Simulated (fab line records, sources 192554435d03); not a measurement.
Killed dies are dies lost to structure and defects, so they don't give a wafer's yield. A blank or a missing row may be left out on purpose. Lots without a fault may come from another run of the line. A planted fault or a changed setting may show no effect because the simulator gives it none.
Split-lot experiment | flow n5_finfet | 7 lots, 39 wafers read, on a route of 1938 steps

THE SPLIT
At N5_BEOL_M2_HM_DEP_02 (deposits TiN, target thk 20 nm), the setting target_thk_a was moved away from the recipe's 200 angstrom on 15 of the 39 wafers read, by -56.9% to -16.0%. The other wafers ran this setting at the recipe's value.

FROM THE SPLIT TO THE READING: what the file shows between them, 4 steps
- N5_BEOL_M2_COAT_61: time 60 s, resist thk 60 nm
- N5_BEOL_M2_COAT_62: time 60 s, resist thk 12 nm
- N5_BEOL_M2_STRIP_75: strips in N2/H2
- N5_BEOL_M2_STRIP_66: strips in CF4

THE READING
etch.depth_nm (the simulator's own value, which no gauge read), in nm, at N5_BEOL_M2_HM_OPEN_17 (chemistry Cl2/BCl3, target TiN, target depth 20 nm, overetch 6 nm). The file gives no usual value for it. The 24 wafers here that ran the recipe average 20.058 nm, standard deviation 0.26 nm.

wafer  | tool, chamber at the split | target_thk_a as run, angstrom | against the recipe | etch.depth_nm, nm | against lot-mates on the recipe
L086.1 | pvd_sputter-03, -          | 86.92                         | -56.5%             | 8.962             | -11.458
L086.2 | pvd_sputter-03, -          | 86.92                         | -56.5%             | 9.046             | -11.374
L086.3 | pvd_sputter-03, -          | 200                           | recipe             | 20.47             | -
L086.4 | pvd_sputter-03, -          | 86.92                         | -56.5%             | 8.937             | -11.483
L086.5 | pvd_sputter-03, -          | 200                           | recipe             | 20.46             | -
L086.6 | pvd_sputter-03, -          | 200                           | recipe             | 20.33             | -
L087.2 | pvd_sputter-01, -          | 200                           | recipe             | 20.12             | -
L087.4 | pvd_sputter-01, -          | 200                           | recipe             | 20.15             | -
L087.6 | pvd_sputter-01, -          | 200                           | recipe             | 20.47             | -
L090.1 | pvd_sputter-01, -          | 200                           | recipe             | 20.34             | -
L090.2 | pvd_sputter-01, -          | 200                           | recipe             | 20.34             | -
L090.3 | pvd_sputter-01, -          | 167.9                         | -16.0%             | 17.19             | -3.153
L090.4 | pvd_sputter-01, -          | 200                           | recipe             | 20.35             | -
L090.5 | pvd_sputter-01, -          | 167.9                         | -16.0%             | 17.12             | -3.223
L090.6 | pvd_sputter-01, -          | 167.9                         | -16.0%             | 17.09             | -3.253
L095.1 | pvd_sputter-02, -          | 95.55                         | -52.2%             | 9.704             | -10.243
L095.2 | pvd_sputter-02, -          | 95.55                         | -52.2%             | 9.485             | -10.462
L095.3 | pvd_sputter-02, -          | 200                           | recipe             | 20                | -
L095.4 | pvd_sputter-02, -          | 200                           | recipe             | 19.94             | -
L095.5 | pvd_sputter-02, -          | 200                           | recipe             | 19.9              | -
L095.6 | pvd_sputter-02, -          | 95.55                         | -52.2%             | 9.609             | -10.338
L094.1 | pvd_sputter-02, -          | 200                           | recipe             | 19.7              | -
L094.2 | pvd_sputter-02, -          | 200                           | recipe             | 20.04             | -
L094.3 | pvd_sputter-02, -          | 200                           | recipe             | 19.72             | -
L094.4 | pvd_sputter-02, -          | 200                           | recipe             | 19.77             | -
L094.5 | pvd_sputter-02, -          | 200                           | recipe             | 19.78             | -
L094.6 | pvd_sputter-02, -          | 200                           | recipe             | 20.08             | -
L096.1 | pvd_sputter-03, -          | 200                           | recipe             | 20.04             | -
L096.2 | pvd_sputter-03, -          | 86.23                         | -56.9%             | 8.818             | -11.249
L096.3 | pvd_sputter-03, -          | 200                           | recipe             | 19.97             | -
L096.4 | pvd_sputter-03, -          | 86.23                         | -56.9%             | 8.815             | -11.252
L096.5 | pvd_sputter-03, -          | 200                           | recipe             | 20.19             | -
L096.6 | pvd_sputter-03, -          | 86.23                         | -56.9%             | 8.747             | -11.320
L097.1 | pvd_sputter-02, -          | 200                           | recipe             | 19.74             | -
L097.2 | pvd_sputter-02, -          | 135.1                         | -32.5%             | 13.59             | -6.150
L097.3 | pvd_sputter-02, -          | 200                           | recipe             | 19.85             | -
L097.4 | pvd_sputter-02, -          | 200                           | recipe             | 19.63             | -
L097.5 | pvd_sputter-02, -          | 135.1                         | -32.5%             | 13.32             | -6.420
L097.6 | pvd_sputter-02, -          | 135.1                         | -32.5%             | 13.34             | -6.400

THE FIT
A straight line over all 39 wafers: etch.depth_nm changes by +0.198 nm for each +1% of target_thk_a; r = +1.00; the points scatter about the line by 0.24 nm.
The same after taking each lot's own level away (the mean of its wafers on the recipe; 39 wafers): +0.199 nm for each +1%; r = +1.00; scatter 0.12 nm.
On that fit, the largest move of target_thk_a shifts the reading by 11 nm.
The lots' own levels span 19.7400 to 20.4200 nm, that is 2.6 times the standard deviation above.
So the lot-to-lot level changes the slope little: the two slopes agree.
Check: with one of the wafers moved furthest among these (-56.9%) left out of the fit, the line predicts -11.3 nm for it against its lot-mates. It came out at -11.2 nm against them.

THE WHOLE CHAIN: every reading that the file lists as answering this split, in the file's order
step                  | what it does                                                      | reading                                                                          | change (the file's fit)               | r (the file's)
N5_BEOL_M2_HM_DEP_02  | deposits TiN, target thk 20 nm                                    | TiN_of_BEOL_M2_HM_DEP_02.thk_nm (the simulator's own value, which no gauge read) | +0.199 nm for each +1% of the setting | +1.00
N5_BEOL_M2_HM_OPEN_17 | chemistry Cl2/BCl3, target TiN, target depth 20 nm, overetch 6 nm | etch.depth_nm (the simulator's own value, which no gauge read)                   | +0.199 nm for each +1% of the setting | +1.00

THE FILE'S OWN FIT
etch.depth_nm changes by +0.199 nm for each +1% of target_thk_a, r = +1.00.
